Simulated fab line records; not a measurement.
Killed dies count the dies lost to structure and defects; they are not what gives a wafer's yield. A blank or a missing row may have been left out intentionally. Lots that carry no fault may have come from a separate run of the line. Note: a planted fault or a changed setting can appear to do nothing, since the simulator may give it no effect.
Struck lot and sound lot, side by side | flow nand harc | 14 out of 1302 route steps
Sound: wafers L297.2, L297.4, L297.6. The struck wafers were L308.1, L308.2, L308.5. The cause is named last.
For every step that has rows: the tool of each side, followed by ch and its chambers, followed by its first start. Under that, the readings that differ: sound wafers | struck wafers | difference of the means | sigmas: that difference in standard deviations of wafers without a fault.
alike: a reading whose means differ by less than 2 such deviations, as well as words and numbers matching on both sides. not compared: withheld readings; readings where some wafer has no value; bounds like >300 that might hide an equal value; numbers whose values overlap and for which the record gives no deviation.
The two part at a step that has a row with sigmas, a row that says differs or no value, or rows on one side only. Numbers that have no deviation but don't overlap get no sigmas and don't part them. Lack of a reading on every wafer of one side parts them only where that side has two or more wafers.

first, 4 steps without rows for these wafers: NHARC_A_CONTACT_EBR_38; NHARC_A_CONTACT_EXPOSE_39 (exposes mask A CC 3); NHARC_A_CONTACT_PEB_40 (peb time 65 s); NHARC_A_CONTACT_DEVELOP_41 (develop time 35 s).
NHARC_A_CONTACT_CD_MEAS_42 targets a cd of 300 nm.
  sound on cd sem-02 ch 0, day 22 22:40; struck on cd sem-01 ch 0, day 27 10:56
  alike: cd nm
NHARC_A_CONTACT_OVL_MEAS_43:
  sound on overlay-01 at day 22 22:45; struck on overlay-02 at day 27 11:02
  alike: overlay x nm, overlay y nm
NHARC_A_CONTACT_INSPECT_44:
  sound on defect inspect-01 at day 22 22:47; struck on defect inspect-01 at day 27 11:04
  alike: raw defect count
NHARC_A_CONTACT_DESCUM_47: chemistry O2, time 3 s.
  sound on rie diel-02 ch 0,1, day 22 22:52; struck on rie diel-02 ch 0,1,2, day 27 11:08
  alike: chamber pressure mTorr, drypump motor current A, oes product au, rf vpp V, showerhead plenum p Torr, throttle valve pct
  not compared: rf hours counter h
then, 1 step without rows for these wafers: NHARC_A_CONTACT_ETCH_48 (etches the open film in CF4, target depth 39 nm, time 65 s).
NHARC_A_CONTACT_ETCH_49: etches the open film in N2/H2, target depth 260 nm, time 475.3 s.
  sound on rie diel-02 ch 0,2; struck on rie diel-02 ch 0,1,2
  alike: bias w, chamber pressure mTorr, drypump motor current A, n2 flow sccm, oes product au, rf vpp V, showerhead plenum p Torr, throttle valve pct
  not compared: rf hours counter h
NHARC_A_CONTACT_ETCH_50: etches the open film in CF4/CHF3, target depth 121 nm, time 60.5 s.
  sound on rie diel-02 ch 1,2,3; struck on rie diel-02 ch 1,3
  alike: bias w, cf4 flow sccm, chamber pressure mTorr, drypump motor current A, oes product au, rf vpp V, showerhead plenum p Torr, throttle valve pct
  not compared: rf hours counter h
NHARC_A_CONTACT_ETCH_51: etches the open film in O2/COS, target depth 7000 nm, time 1820 s.
  sound on rie diel-02 ch 1,2,3; struck on rie diel-02 ch 0,2
  alike: bias w, chamber pressure mTorr, cos flow sccm, drypump motor current A, oes product au, rf vpp V, showerhead plenum p Torr, throttle valve pct
  not compared: rf hours counter h
NHARC_A_CONTACT_ETCH_111: etches the open film in C4F8/O2/Ar, time 140 s, target depth 700 nm.
  sound on har cap etch-01 ch 0,1, day 23 00:41; struck on har cap etch-03 ch 0,1, day 27 12:57
  no value came back on the struck wafers for chamber pressure mTorr (mTorr), oes air line au (a.u.); on the sound wafers chamber pressure mTorr (mTorr) reads 19.988 20.007 19.996
  not compared: rf hours counter h
NHARC_A_CONTACT_ETCH_112: etches the open film in C4F8/O2/Ar, time 190 s, target depth 1850 nm.
  sound on har cap etch-01 ch 0,1, day 23 00:58; struck on har cap etch-03 ch 0,1, day 27 13:09
  alike: chamber pressure mTorr, oes air line au
  not compared: rf hours counter h

== WHERE THEY PART ==
Within this record, at NHARC_A_CONTACT_ETCH_111 only. Later steps at which nothing parts them and some readings are alike: NHARC_A_CONTACT_ETCH_112.

WHY: what had been put in by the simulator
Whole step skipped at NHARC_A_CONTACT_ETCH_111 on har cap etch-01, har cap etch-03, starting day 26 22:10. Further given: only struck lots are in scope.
